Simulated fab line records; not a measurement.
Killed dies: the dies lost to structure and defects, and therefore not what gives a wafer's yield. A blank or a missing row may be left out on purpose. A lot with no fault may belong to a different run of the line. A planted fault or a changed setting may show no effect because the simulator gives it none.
Split-lot study || flow n5_finfet || on a route of 1938 steps: 7 lots, 21 wafers read

ABOUT THE SPLIT
At N5_BEOL_M15_SPUTTER_43 (material TaN, target thk 15 nm, time 24.19 s), the setting time_s was moved away from the recipe's 24.19 s on 6 of the 21 wafers read, by -6.0% to +12.6%. For the rest of the wafers, this setting stayed at what the recipe calls for.

The reading is taken at the split's own step.

THE READING
TaN_of_BEOL_M15_SPUTTER_43.thk_nm (the simulator's own value, which no gauge read), in nm, at N5_BEOL_M15_SPUTTER_43 (material TaN, target thk 15 nm, time 24.19 s). There is no usual value for it anywhere in the file. The 15 wafers here that ran the recipe average 14.8 nm, standard deviation 0.21 nm.

{"wafer": "L076.2", "tool, chamber at the split": "pvd_sputter-03, -", "time_s as run, s": 24.19, "against the recipe": "recipe", "TaN_of_BEOL_M15_SPUTTER_43.thk_nm, nm": 14.8, "against lot-mates on the recipe": "-"}
{"wafer": "L076.3", "tool, chamber at the split": "pvd_sputter-03, -", "time_s as run, s": 24.19, "against the recipe": "recipe", "TaN_of_BEOL_M15_SPUTTER_43.thk_nm, nm": 14.8, "against lot-mates on the recipe": "-"}
{"wafer": "L076.6", "tool, chamber at the split": "pvd_sputter-03, -", "time_s as run, s": 24.19, "against the recipe": "recipe", "TaN_of_BEOL_M15_SPUTTER_43.thk_nm, nm": 15, "against lot-mates on the recipe": "-"}
{"wafer": "L086.1", "tool, chamber at the split": "pvd_sputter-01, -", "time_s as run, s": 22.75, "against the recipe": "-6.0%", "TaN_of_BEOL_M15_SPUTTER_43.thk_nm, nm": 14.2, "against lot-mates on the recipe": -0.4}
{"wafer": "L086.5", "tool, chamber at the split": "pvd_sputter-01, -", "time_s as run, s": 22.75, "against the recipe": "-6.0%", "TaN_of_BEOL_M15_SPUTTER_43.thk_nm, nm": 13.8, "against lot-mates on the recipe": -0.8}
{"wafer": "L086.6", "tool, chamber at the split": "pvd_sputter-01, -", "time_s as run, s": 24.19, "against the recipe": "recipe", "TaN_of_BEOL_M15_SPUTTER_43.thk_nm, nm": 14.6, "against lot-mates on the recipe": "-"}
{"wafer": "L088.1", "tool, chamber at the split": "pvd_sputter-03, -", "time_s as run, s": 22.97, "against the recipe": "-5.0%", "TaN_of_BEOL_M15_SPUTTER_43.thk_nm, nm": 13.8, "against lot-mates on the recipe": -0.6}
{"wafer": "L088.5", "tool, chamber at the split": "pvd_sputter-03, -", "time_s as run, s": 22.97, "against the recipe": "-5.0%", "TaN_of_BEOL_M15_SPUTTER_43.thk_nm, nm": 13.8, "against lot-mates on the recipe": -0.6}
{"wafer": "L088.6", "tool, chamber at the split": "pvd_sputter-03, -", "time_s as run, s": 24.19, "against the recipe": "recipe", "TaN_of_BEOL_M15_SPUTTER_43.thk_nm, nm": 14.4, "against lot-mates on the recipe": "-"}
{"wafer": "L087.1", "tool, chamber at the split": "pvd_sputter-03, -", "time_s as run, s": 24.19, "against the recipe": "recipe", "TaN_of_BEOL_M15_SPUTTER_43.thk_nm, nm": 15.2, "against lot-mates on the recipe": "-"}
{"wafer": "L087.2", "tool, chamber at the split": "pvd_sputter-03, -", "time_s as run, s": 24.19, "against the recipe": "recipe", "TaN_of_BEOL_M15_SPUTTER_43.thk_nm, nm": 14.8, "against lot-mates on the recipe": "-"}
{"wafer": "L087.4", "tool, chamber at the split": "pvd_sputter-03, -", "time_s as run, s": 24.19, "against the recipe": "recipe", "TaN_of_BEOL_M15_SPUTTER_43.thk_nm, nm": 14.8, "against lot-mates on the recipe": "-"}
{"wafer": "L089.1", "tool, chamber at the split": "pvd_sputter-03, -", "time_s as run, s": 27.25, "against the recipe": "+12.6%", "TaN_of_BEOL_M15_SPUTTER_43.thk_nm, nm": 16.6, "against lot-mates on the recipe": "+1.7"}
{"wafer": "L089.2", "tool, chamber at the split": "pvd_sputter-03, -", "time_s as run, s": 24.19, "against the recipe": "recipe", "TaN_of_BEOL_M15_SPUTTER_43.thk_nm, nm": 14.8, "against lot-mates on the recipe": "-"}
{"wafer": "L089.3", "tool, chamber at the split": "pvd_sputter-03, -", "time_s as run, s": 24.19, "against the recipe": "recipe", "TaN_of_BEOL_M15_SPUTTER_43.thk_nm, nm": 15, "against lot-mates on the recipe": "-"}
{"wafer": "L094.1", "tool, chamber at the split": "pvd_sputter-01, -", "time_s as run, s": 24.19, "against the recipe": "recipe", "TaN_of_BEOL_M15_SPUTTER_43.thk_nm, nm": 15, "against lot-mates on the recipe": "-"}
{"wafer": "L094.3", "tool, chamber at the split": "pvd_sputter-01, -", "time_s as run, s": 24.19, "against the recipe": "recipe", "TaN_of_BEOL_M15_SPUTTER_43.thk_nm, nm": 14.8, "against lot-mates on the recipe": "-"}
{"wafer": "L094.6", "tool, chamber at the split": "pvd_sputter-01, -", "time_s as run, s": 24.19, "against the recipe": "recipe", "TaN_of_BEOL_M15_SPUTTER_43.thk_nm, nm": 15.2, "against lot-mates on the recipe": "-"}
{"wafer": "L095.2", "tool, chamber at the split": "pvd_sputter-03, -", "time_s as run, s": 24.19, "against the recipe": "recipe", "TaN_of_BEOL_M15_SPUTTER_43.thk_nm, nm": 14.8, "against lot-mates on the recipe": "-"}
{"wafer": "L095.3", "tool, chamber at the split": "pvd_sputter-03, -", "time_s as run, s": 24.19, "against the recipe": "recipe", "TaN_of_BEOL_M15_SPUTTER_43.thk_nm, nm": 14.6, "against lot-mates on the recipe": "-"}
{"wafer": "L095.4", "tool, chamber at the split": "pvd_sputter-03, -", "time_s as run, s": 26.89, "against the recipe": "+11.2%", "TaN_of_BEOL_M15_SPUTTER_43.thk_nm, nm": 16.2, "against lot-mates on the recipe": "+1.5"}

FIT RESULTS
A straight line over all 21 wafers: TaN_of_BEOL_M15_SPUTTER_43.thk_nm changes by +0.143 nm for each +1% of time_s; r = +0.95; the points scatter about the line by 0.22 nm.
The same after taking each lot's own level away (the mean of its wafers on the recipe; 21 wafers): +0.126 nm for each +1%; r = +0.97; scatter 0.14 nm.
Per that fit: largest time_s move, reading shift of 1.6 nm.
Across the lots, their own levels run from 14.40 to 15.00 nm, a range of 2.9 times the standard deviation given above.
Thus the slope moves with the lot-to-lot level: the two fits are different.
Check: for one of the wafers moved furthest among these (+12.6%), held out of the fit, the line's prediction against its lot-mates is +1.57 nm. Against them it came out at +1.7 nm.

THE OTHER SPLITS THESE WAFERS WENT THROUGH
These wafers also went through other splits before the reading. Each is held against what the fit with the lots' levels taken away leaves over:
{"other split on the same wafers": "N5_BEOL_M11_COAT_05 spin_rpm", "wafers away from the commonest value": 6, "r with TaN_of_BEOL_M15_SPUTTER_43.thk_nm (lot level and that fit taken away)": "+0.03"}
{"other split on the same wafers": "N5_BEOL_M11_COAT_22 spin_rpm", "wafers away from the commonest value": 7, "r with TaN_of_BEOL_M15_SPUTTER_43.thk_nm (lot level and that fit taken away)": "+0.01"}
{"other split on the same wafers": "N5_BEOL_M13_EXPOSE_07 dose_mj", "wafers away from the commonest value": 4, "r with TaN_of_BEOL_M15_SPUTTER_43.thk_nm (lot level and that fit taken away)": -0.22}
{"other split on the same wafers": "N5_BEOL_M13_ETCH_68 time_s", "wafers away from the commonest value": 7, "r with TaN_of_BEOL_M15_SPUTTER_43.thk_nm (lot level and that fit taken away)": "+0.05"}
{"other split on the same wafers": "N5_BEOL_M14_SPUTTER_44 time_s", "wafers away from the commonest value": 4, "r with TaN_of_BEOL_M15_SPUTTER_43.thk_nm (lot level and that fit taken away)": -0.05}

FILE'S OWN FIT
TaN_of_BEOL_M15_SPUTTER_43.thk_nm changes by +0.13 nm for each +1% of time_s, r = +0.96.
